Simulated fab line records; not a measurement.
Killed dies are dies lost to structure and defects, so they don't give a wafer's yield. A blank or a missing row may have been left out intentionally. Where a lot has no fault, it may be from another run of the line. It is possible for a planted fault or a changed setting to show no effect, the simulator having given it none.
fab line records | flow n5-finfet
[record] lots = 3 | wafers = 9 | last-day = 15
route steps=1938 shown BEOL_M4@1028 PASSIVATION@1936
lots that met no fault: from a run of the same line without faults
start-h: hours from the record's opening day to when the first of the lot's shown wafers began | wait-h: hours since the lot's step before | " unchanged from the row above | L1.1+2: several wafers, shown together as one row | - no value present, or no start provided | * or withheld: withheld | < > ~ a bound
route shown NAME@n: NAME is a module with steps in the file, n the number in the route of the first one | usual: mean/standard deviation taken from wafers without a fault | same: alike in all rows | chamber/n: place in a boat | sites: per-site readings | _std_site: their standard deviation | _edge_site: the outer-site mean with the inner-site mean subtracted | radius-mm: how far each site lies from the wafer's centre | mask NAME#n: copy n | behind: the last tool/chamber to shape the wafer | hold: reason for holding the lot/hours on hold/outcome of the hold | device: whichever transistor did not switch (one of n, p or np) | end of line: the tests these same wafers got at the end of their route | a step with no rows: only its recipe | killed: not the wafer's yield, but the dies lost to structure and defects at the first sort | map: per-die view of a wafer (x killed, . not killed, _ where there is no die)
set.NAME: the setting as run; set.NAME@STEP: as run at that earlier step | model.NAME: the simulator's own value behind a step, which no gauge read
certain route steps with their lots: each step a table, each wafer a row
services: a tool's chamber out of use, with start hour (start-h, from the record's first day; less than 0 if before it), hours out, and reason
[[steps]]
[step N5_BEOL_M4_COAT_05]
[recipe] resist = CAR-EUV | spin-rpm = 1500 | resist-thk-nm = 30
[step N5_BEOL_M4_EBR_07]
[recipe] solvent = PGMEA | ebr-width-mm = 1.5
[step N5_BEOL_M4_SOFTBAKE_06]
[recipe] temp-c = 110 | time-s = 60 | resist = CAR-EUV
[step N5_BEOL_M4_EXPOSE_08]
[recipe] mask-id = M4 | na = 0.33 | source-shape = dipole | sigma-inner = 0.369 | sigma-outer = 0.767 | polarization = unpolarized | dose-mj = 41.25
[step N5_BEOL_M4_PEB_09]
[recipe] peb-temp-c = 100 | peb-time-s = 60 | resist = CAR-EUV
[step N5_BEOL_M4_DEVELOP_10]
[recipe] develop-time-s = 30 | developer = TMAH | resist = CAR-EUV | rinse-liquid = surfactant-rinse | dry = air-spin | dev-temp-c = 23
[step N5_BEOL_M4_DESCUM_16]
[recipe] chemistry = O2 | time-s = 7 | source-power-w = 50 | bias-power-w = 20 | pressure-mtorr = 20 | rf-frequency-hz = 2.712e+07 | temp-c = 40 | resist = CAR-EUV | o2-flow-sccm = 225
[step N5_BEOL_M4_ETCH_74]
[recipe] chemistry = N2/H2 | target = underlayer | target-depth-a = 65 | mask-material = CAR-EUV | time-s = 5.2 | ion-energy-ev = 200 | pressure-mtorr = 30 | source-w = 840 | bias-w = 150 | n2-flow-sccm = 200 | h2-flow-sccm = 200 | ends = cleared
[step N5_BEOL_M4_ETCH_63]
[recipe] chemistry = CF4 | target = SiARC | target-depth-a = 156 | mask-material = CAR-EUV | time-s = 26 | ion-energy-ev = 80 | pressure-mtorr = 40 | source-w = 545 | bias-w = 36 | Ar_flow_sccm = 100 | cf4-flow-sccm = 100 | ends = cleared
[step N5_BEOL_M4_ETCH_64]
[recipe] chemistry = N2/H2 | target = SOC | target-depth-a = 750 | overetch-a = 225 | mask-material = SiARC | temp-c = 40 | time-s = 121.9 | ion-energy-ev = 200 | pressure-mtorr = 30 | source-w = 840 | bias-w = 150 | n2-flow-sccm = 200 | h2-flow-sccm = 200
[usual] chamber-pressure-mTorr = 29.997/0.028 | drypump-motor-current-A = 5.7/0.41 | oes-product-au = 0.61/0.057 | rf-vpp-V = 523.8/2.4 | showerhead-plenum-p-Torr = 2.54/0.086 | throttle-valve-pct = 17.73/0.18
lot.wafer | tool        | chamber | start-h | wait-h | chamber-pressure-mTorr | drypump-motor-current-A | oes-product-au | rf-hours-counter-h | rf-vpp-V | showerhead-plenum-p-Torr | throttle-valve-pct | model.SiARC_of_BEOL_M4_COAT_62.thk-nm | model.BEOL_M4.cd-offset-nm
L141.1    | rie-diel-06 | 1       | 231.66  | 0.0    | 29.992                 | 6.4                     | 0.66           | 42                 | 527.8    | 2.70                     | 17.67              | 6.4                                   | 0.4
L141.2    | "           | 3       | "       | "      | 29.990                 | 5.1                     | 0.64           | 66                 | 520.9    | 2.47                     | 17.82              | 6.6                                   | -0.6
L141.5    | "           | 2       | "       | "      | 30.009                 | 5.8                     | 0.62           | -                  | 526.0    | 2.57                     | 17.67              | 3.6                                   | 1.4
L142.1    | rie-diel-01 | 3       | 252.24  | 0.0    | 30.026                 | 6.1                     | 0.73           | 10                 | 522.2    | 2.51                     | 17.63              | 6                                     | -0.6
L142.3    | "           | 1       | "       | "      | 29.979                 | 5.4                     | 0.73           | 2                  | 523.8    | 2.49                     | 17.72              | 6                                     | 0
L142.5    | "           | 3       | "       | "      | 29.993                 | 6.1                     | 0.72           | -                  | 524.6    | 2.51                     | 17.65              | 6                                     | -0.6
L145.1    | rie-diel-04 | 2       | 259.56  | 0.0    | 29.961                 | 6.0                     | 0.54           | 216                | 523.4    | 2.52                     | 17.63              | 6.6                                   | -0.6
L145.4    | "           | 3       | "       | "      | 29.985                 | 5.2                     | 0.60           | 115                | 522.0    | 2.45                     | 17.86              | 6.6                                   | -0.2
L145.6    | "           | 2       | "       | "      | 29.991                 | 6.0                     | 0.53           | -                  | 522.9    | 2.52                     | 17.64              | 6.6                                   | -0.6
[step N5_BEOL_M4_STRIP_65]
[recipe] chemistry = N2/H2 | temp-c = 40 | n2-flow-sccm = 200 | h2-flow-sccm = 200 | rf-frequency-hz = 6e+07
[step N5_BEOL_M4_STRIP_75]
[recipe] chemistry = N2/H2 | temp-c = 40 | n2-flow-sccm = 200 | h2-flow-sccm = 200 | rf-frequency-hz = 6e+07
[step N5_BEOL_M4_STRIP_66]
[recipe] chemistry = CF4 | resist = SiARC | power-w = 300 | bias-power-w = 75 | pressure-mtorr = 50 | cf4-flow-sccm = 150 | rf-frequency-hz = 6e+07
[step N5_BEOL_M4_HM_OPEN_17]
[recipe] chemistry = Cl2/BCl3 | target-depth-a = 200 | overetch-a = 60 | target = TiN | mask-material = SOC | ion-energy-ev = 150 | pressure-mtorr = 10 | icp-w = 1000 | bias-w = 126 | Cl2_flow_sccm = 53.25 | bcl3-flow-sccm = 21.75 | Ar_flow_sccm = 25
[usual] chamber-pressure-mTorr = 10.000/0.0094 | drypump-motor-current-A = 5.8/0.45 | oes-product-au = 0.66/0.089 | throttle-valve-pct = 22.1/0.3
lot.wafer | tool         | chamber | start-h | wait-h | chamber-pressure-mTorr | drypump-motor-current-A | oes-product-au | rf-hours-counter-h | throttle-valve-pct | model.BEOL_M4.cd-offset-nm
L141.1    | rie-metal-03 | 1       | 231.85  | 0.0    | 9.983                  | 5.8                     | 0.66           | 38                 | 22.2               | 0.4
L141.2    | "            | 0       | "       | "      | 10.004                 | 5.5                     | 0.62           | 59                 | 22.6               | -0.6
L141.5    | "            | 1       | "       | "      | 9.994                  | 5.9                     | 0.66           | -                  | 22.2               | 1.6
L142.1    | rie-metal-01 | 0       | 252.41  | 0.0    | 10.002                 | 5.8                     | 0.63           | 57                 | 21.6               | -0.6
L142.3    | "            | 0       | "       | "      | 10.015                 | 5.8                     | 0.63           | -                  | 21.6               | 0
L142.5    | "            | 1       | "       | "      | 9.994                  | 5.4                     | 0.82           | -                  | 21.9               | -0.4
L145.1    | rie-metal-02 | 0       | 259.73  | 0.0    | 10.007                 | 6.6                     | 0.72           | 27                 | 22.1               | -0.4
L145.4    | "            | 1       | "       | "      | 10.001                 | 5.4                     | 0.54           | -                  | 22.3               | -0.2
L145.6    | "            | 0       | "       | "      | 9.990                  | 6.6                     | 0.72           | -                  | 22.1               | -0.2
[step N5_BEOL_M4_STRIP_19]
[recipe] chemistry = O2 | power-w = 400 | temp-c = 40 | pressure-mtorr = 30 | rf-frequency-hz = 6e+07 | bias-power-w = 0 | overash-fraction = 0.2 | o2-flow-sccm = 225
[step N5_BEOL_M4_COAT_67]
[recipe] resist = SOC | temp-c = 250 | time-s = 60 | spin-rpm = 1500 | resist-thk-nm = 60
[step N5_BEOL_M4_COAT_68]
[recipe] resist = SiARC | temp-c = 220 | time-s = 60 | spin-rpm = 1500 | resist-thk-nm = 12
[step N5_BEOL_M4_COAT_76]
[recipe] resist = underlayer | temp-c = 205 | time-s = 60 | spin-rpm = 1500 | resist-thk-nm = 5
[step N5_BEOL_M4_COAT_22]
[recipe] resist = CAR-EUV | spin-rpm = 1500 | resist-thk-nm = 30
[step N5_BEOL_M4_EBR_24]
[recipe] solvent = PGMEA | ebr-width-mm = 1.5
[step N5_BEOL_M4_SOFTBAKE_23]
[recipe] temp-c = 110 | time-s = 60 | resist = CAR-EUV
[step N5_BEOL_M4_EXPOSE_25]
[recipe] mask-id = V3 | na = 0.33 | source-shape = quasar | sigma-inner = 0.2 | sigma-outer = 0.8 | polarization = unpolarized | defocus-nm = 5 | dose-mj = 63
[step N5_BEOL_M4_PEB_26]
[recipe] peb-temp-c = 100 | peb-time-s = 60 | resist = CAR-EUV
[step N5_BEOL_M4_DEVELOP_27]
[recipe] develop-time-s = 30 | developer = TMAH | resist = CAR-EUV | rinse-liquid = surfactant-rinse | dry = air-spin | dev-temp-c = 23
[step N5_BEOL_M4_DESCUM_33]
[recipe] chemistry = O2 | time-s = 7 | source-power-w = 50 | bias-power-w = 20 | pressure-mtorr = 20 | rf-frequency-hz = 2.712e+07 | temp-c = 40 | resist = CAR-EUV | o2-flow-sccm = 225
[step N5_BEOL_M4_ETCH_77]
[recipe] chemistry = N2/H2 | target = underlayer | target-depth-a = 65 | mask-material = CAR-EUV | time-s = 5.2 | ion-energy-ev = 200 | pressure-mtorr = 30 | source-w = 840 | bias-w = 150 | n2-flow-sccm = 200 | h2-flow-sccm = 200 | ends = cleared
[step N5_BEOL_M4_ETCH_69]
[recipe] chemistry = CF4 | target = SiARC | target-depth-a = 156 | mask-material = CAR-EUV | time-s = 26 | ion-energy-ev = 80 | pressure-mtorr = 40 | source-w = 545 | bias-w = 36 | Ar_flow_sccm = 100 | cf4-flow-sccm = 100 | ends = cleared
[step N5_BEOL_M4_ALD_98]
[recipe] material = SiO2 | target-thk-a = 25 | temp-c = 100 | ald-precursor-family = BDEAS | ald-co-reactant = O2-plasma | pulse-time-s = 1 | co-reactant-pulse-time-s = 1 | purge-time-s = 2 | co-reactant-purge-time-s = 2 | ald-cycles = 17 | pressure-torr = 2
[step N5_BEOL_M4_ETCHBACK_99]
[recipe] chemistry = CHF3 | target = SiO2 | target-depth-a = 50 | time-s = 10.4 | source-w = 215 | bias-w = 47 | Ar_flow_sccm = 200 | CHF3_flow_sccm = 12 | ion-energy-ev = 100 | pressure-mtorr = 30
[step N5_BEOL_M4_ETCH_70]
[recipe] chemistry = N2/H2 | target = SOC | target-depth-a = 800 | overetch-a = 240 | mask-material = SiARC | temp-c = 40 | time-s = 130 | ion-energy-ev = 200 | pressure-mtorr = 30 | source-w = 840 | bias-w = 150 | n2-flow-sccm = 200 | h2-flow-sccm = 200
[step N5_BEOL_M4_STRIP_71]
[recipe] chemistry = N2/H2 | temp-c = 40 | n2-flow-sccm = 200 | h2-flow-sccm = 200 | rf-frequency-hz = 6e+07
[step N5_BEOL_M4_STRIP_78]
[recipe] chemistry = N2/H2 | temp-c = 40 | n2-flow-sccm = 200 | h2-flow-sccm = 200 | rf-frequency-hz = 6e+07
[step N5_BEOL_M4_VIA_ETCH_34]
[recipe] chemistry = C4F6/O2 | target-depth-a = 694 | mask-material = SOC | pressure-mtorr = 15 | ion-energy-ev = 250 | taper-deg = 4 | time-s = 65.9 | source-w = 350 | bias-w = 170 | Ar_flow_sccm = 300 | C4F6_flow_sccm = 10 | O2_flow_sccm = 10
[step N5_BEOL_M4_STRIP_83]
[recipe] chemistry = C4F6/O2 | resist = SiARC | rf-frequency-hz = 6e+07
[step N5_BEOL_M4_STRIP_36]
[recipe] chemistry = N2/H2 | power-w = 450 | temp-c = 40 | pressure-mtorr = 20 | rf-frequency-hz = 6e+07 | overash-fraction = 0.3 | bias-power-w = 7 | h2-frac = 0.5 | n2-flow-sccm = 200 | h2-flow-sccm = 200
[step N5_BEOL_M4_CD_MEAS_35]
[recipe] target-cd-nm = 18 | target-cd-y-nm = 22.4 | polarity = opening
[usual] cd-nm = 18.0/0.43
lot.wafer | tool      | chamber | start-h | wait-h | cd-nm
L141.1    | cd-sem-02 | -       | 245.48  | 0.0    | 18.3
L141.2    | "         | -       | "       | "      | 17.6
L141.5    | "         | -       | "       | "      | 19.5
L142.1    | cd-sem-03 | -       | 258.47  | 0.0    | 17.5
L142.3    | "         | -       | "       | "      | 17.8
L142.5    | "         | -       | "       | "      | 17.3
L145.1    | cd-sem-03 | -       | 261.93  | 0.0    | 17.9
L145.4    | "         | -       | "       | "      | 17.9
L145.6    | "         | -       | "       | "      | 17.8
[step N5_BEOL_M4_RC_MEAS_101]
[usual] DIBL_N = 36.4/2.7 | DIBL_P = 36/3.2 | IOFF_N = 0.16/0.046 | IOFF_P = 0.21/0.055 | ION_N = 677/15 | ION_P = 464/11 | SS_N = 71.5/0.79 | SS_P = 73.3/0.93 | VT_N = 250/4.1 | VT_P = -251/4.4
lot.wafer | tool      | chamber | start-h | wait-h | DIBL_N[mV/V] | DIBL_P[mV/V] | IOFF_N[nA/um] | IOFF_P[nA/um] | ION_N[uA/um] | ION_P[uA/um] | SS_N[mV/dec] | SS_P[mV/dec] | VT_N[mV] | VT_P[mV]
L141.1    | prober-02 | 0       | 249.36  | 0.0    | 31.1         | 30           | 0.11          | 0.14          | 661          | 450          | 69.8         | 72.1         | 251      | -256
L141.2    | "         | 0       | "       | "      | 29.8         | 29           | 0.10          | 0.13          | 657          | 454          | 70.0         | 71.8         | 253      | -255
L141.5    | "         | 0       | "       | "      | 32.4         | 32           | 0.12          | 0.16          | 666          | 455          | 71.2         | 72.9         | 253      | -255
L142.1    | prober-01 | 0       | 263.35  | 0.0    | 38.0         | 41           | 0.18          | 0.25          | 672          | 468          | 72.4         | 74.0         | 250      | -250
L142.3    | "         | 0       | "       | "      | 39.4         | 42           | 0.23          | 0.27          | 703          | 481          | 73.0         | 74.3         | 247      | -248
L142.5    | "         | 0       | "       | "      | 36.7         | 39           | 0.17          | 0.23          | 686          | 469          | 71.8         | 74.1         | 250      | -251
L145.1    | prober-01 | 0       | 265.87  | 0.0    | 34.4         | 34           | 0.11          | 0.14          | 659          | 444          | 70.8         | 72.3         | 257      | -257
L145.4    | "         | 0       | "       | "      | 35.8         | 38           | 0.15          | 0.19          | 679          | 463          | 70.7         | 73.9         | 251      | -251
L145.6    | "         | 0       | "       | "      | 36.1         | 37           | 0.13          | 0.17          | 679          | 452          | 71.5         | 72.9         | 256      | -255
[step N5_PASSIVATION_PROBE_49]
[usual] defect-limited-yield = 91.1/1.4 | killed_at_M0_to_M3 = 34/9.7 | killed_at_M4_up = 13/5.1 | killed-at-contacts = 14/6.3 | killed-at-front-end = 40/11 | killed-at-other = 3.5/2.7 | killed-dies = 105/16 | killed-open = 70/12 | killed-short = 34/7.8 | sort_bin_5_function = 5.2/0.88 | sort_bin_6_memory = 3.3/0.7 | sort_bin_8_speed = 0.1/0.62 | sort-n-pass = 1074/17 | sort-yield-pct = 91.0/1.5
[same] gross-dies = 1180 | killed-at-back-side = 0 | sort_bin_4_leakage[%] = 0
lot.wafer | tool      | chamber | start-h | wait-h | defect-limited-yield[%] | killed_at_M0_to_M3 | killed_at_M4_up | killed-at-contacts | killed-at-front-end | killed-at-other | killed-dies | killed-open | killed-short | sort_bin_5_function[%] | sort_bin_6_memory[%] | sort_bin_8_speed[%] | sort-n-pass | sort-yield-pct[%]
L141.1    | prober-01 | -       | 357.41  | 0.0    | 90.1                    | 22                 | 15              | 10                 | 63                  | 7               | 117         | 84          | 33           | 5.5                    | 4.2                  | 0                   | 1063        | 90.1
L141.2    | prober-01 | -       | 357.46  | 0.1    | 88.4                    | 49                 | 12              | 10                 | 60                  | 6               | 137         | 87          | 47           | 7.2                    | 3.9                  | 0                   | 1043        | 88.4
L141.5    | prober-01 | -       | 357.61  | 0.2    | 90.4                    | 32                 | 16              | 22                 | 40                  | 3               | 113         | 74          | 38           | 5.5                    | 3.6                  | 0                   | 1067        | 90.4
L142.1    | prober-01 | -       | 369.13  | 0.0    | 90.5                    | 41                 | 16              | 12                 | 42                  | 1               | 112         | 65          | 45           | 5.5                    | 3.4                  | 0.1                 | 1068        | 90.5
L142.3    | prober-01 | -       | 369.23  | 0.1    | 89.9                    | 35                 | 14              | 16                 | 49                  | 5               | 119         | 68          | 50           | 6.2                    | 3.4                  | 0                   | 1061        | 89.9
L142.5    | prober-01 | -       | 369.33  | 0.2    | 88.5                    | 41                 | 22              | 28                 | 44                  | 1               | 136         | 85          | 51           | 7.1                    | 3.9                  | 0                   | 1044        | 88.5
L145.1    | prober-01 | -       | 371.50  | 0.0    | 92.0                    | 35                 | 19              | 11                 | 28                  | 1               | 94          | 67          | 26           | 4.8                    | 2.7                  | 0                   | 1086        | 92.0
L145.4    | prober-01 | -       | 371.65  | 0.2    | 92.7                    | 30                 | 11              | 4                  | 38                  | 3               | 86          | 57          | 28           | 4.4                    | 2.5                  | 0                   | 1094        | 92.7
L145.6    | prober-01 | -       | 371.75  | 0.3    | 92.2                    | 40                 | 9               | 7                  | 33                  | 3               | 92          | 67          | 25           | 4.2                    | 3.4                  | 0                   | 1088        | 92.2
// killed by level:class
L141.1 FIN_SAQP:geometric-particle:open=19 STI_FIN_REVEAL:geometric-particle:open=19 FIN_SAQP:geometric-particle:short=9 MOL_CONTACT_COAG:geometric-particle:open=9 BEOL_M1:geometric-particle:open=8 BEOL_M0_SAQP:geometric-particle:open=6 BEOL_M4:geometric-particle:open=6 STARTING-WAFER:geometric-particle:open=5
L141.2 FIN_SAQP:geometric-particle:open=13 STI_FIN_REVEAL:geometric-particle:open=13 BEOL_M1:geometric-particle:open=13 BEOL_M2:geometric-particle:open=10 MOL_CONTACT_COAG:geometric-particle:open=8 FIN_SAQP:geometric-particle:short=7 GATE_CUT:geometric-particle:short=7 BEOL_M1:geometric-particle:short=7
L141.5 MOL_CONTACT_COAG:geometric-particle:open=19 FIN_SAQP:geometric-particle:short=13 BEOL_M0_SAQP:geometric-particle:open=12 BEOL_M0_SAQP:geometric-particle:short=11 FIN_SAQP:geometric-particle:open=7 STI_FIN_REVEAL:geometric-particle:open=7 BEOL_M4:geometric-particle:open=7 BEOL_M0:geometric-particle:open=4
L142.1 BEOL_M0_SAQP:geometric-particle:short=16 FIN_SAQP:geometric-particle:short=13 MOL_CONTACT_COAG:geometric-particle:open=10 FIN_SAQP:geometric-particle:open=8 BEOL_M3:geometric-particle:open=8 BEOL_M0_SAQP:geometric-particle:open=6 BEOL_M4:geometric-particle:open=6 STI_FIN_REVEAL:geometric-particle:open=3
L142.3 FIN_SAQP:geometric-particle:short=18 BEOL_M0_SAQP:geometric-particle:open=12 MOL_CONTACT_COAG:geometric-particle:open=11 BEOL_M0_SAQP:geometric-particle:short=8 GATE_CUT:geometric-particle:open=7 STARTING-WAFER:geometric-particle:short=6 BEOL_M3:geometric-particle:open=5 STI_FIN_REVEAL:geometric-particle:open=4
L142.5 MOL_CONTACT_COAG:geometric-particle:open=22 FIN_SAQP:geometric-particle:short=17 BEOL_M0_SAQP:geometric-particle:open=14 FIN_SAQP:geometric-particle:open=12 BEOL_M0_SAQP:geometric-particle:short=11 BEOL_M5:geometric-particle:open=8 MOL_CONTACT_COAG:geometric-particle:short=6 BEOL_M3:geometric-particle:open=6
L145.1 STI_FIN_REVEAL:geometric-particle:open=12 MOL_CONTACT_COAG:geometric-particle:open=9 BEOL_M0_SAQP:geometric-particle:open=7 BEOL_M2:geometric-particle:open=6 BEOL_M1:geometric-particle:open=5 BEOL_M0_SAQP:geometric-particle:short=5 STI_FIN_REVEAL:geometric-particle:short=4 BEOL_M4:geometric-particle:open=4
L145.4 STI_FIN_REVEAL:geometric-particle:open=9 FIN_SAQP:geometric-particle:open=7 BEOL_M0_SAQP:geometric-particle:open=6 BEOL_M1:geometric-particle:open=6 BEOL_M4:geometric-particle:open=6 BEOL_M0_SAQP:geometric-particle:short=5 BEOL_M3:geometric-particle:open=5 STARTING-WAFER:geometric-particle:short=4
L145.6 BEOL_M3:geometric-particle:open=11 FIN_SAQP:geometric-particle:open=10 BEOL_M0_SAQP:geometric-particle:open=9 BEOL_M0_SAQP:geometric-particle:short=9 STI_FIN_REVEAL:geometric-particle:open=7 DUMMY_GATE:geometric-particle:open=6 BEOL_M4:geometric-particle:open=6 BEOL_M2:geometric-particle:open=5
[[services]]
tool         | chamber | start-h | hours | kind
rie-diel-06  | -       | 221.57  | 2.8   | pm
rie-diel-01  | 1       | 225.32  | -     | clean
rie-diel-01  | 1       | 225.32  | -     | consumable-replace:focus-ring
rie-diel-01  | 1       | 225.32  | 22.4  | scheduled-down
rie-diel-01  | 1       | 225.32  | 22.4  | vent-cycle
rie-metal-01 | -       | 226.93  | 6.8   | repair
rie-diel-06  | -       | 256.88  | 0.1   | repair
[[key]]
[first-sign] step = N5_BEOL_M4_CD_MEAS_35 | reading = cd-nm | direction = up | sigmas = 3.6 | usual = 18.0 | struck = 19.5
effect none on later readings
[model-effect] step = N5_BEOL_M4_ETCH_64 | value = SiARC_of_BEOL_M4_COAT_62.thk-nm | without = 5.8 | struck = 3.6
[model-effect] step = N5_BEOL_M4_HM_OPEN_17 | value = BEOL_M4.cd-offset-nm | without = 0.6 | struck = 1.6
met-at N5_BEOL_M4_ETCH_64
struck-wafers L141.5
[fault] kind = process-parameter-drift | tool = rie-diel-06 | chamber = 2 | onset-h = 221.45 | steps = N5_BEOL_M4_ETCH_64 | channel = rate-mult | offset = 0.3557 | shape = step | end-h = 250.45
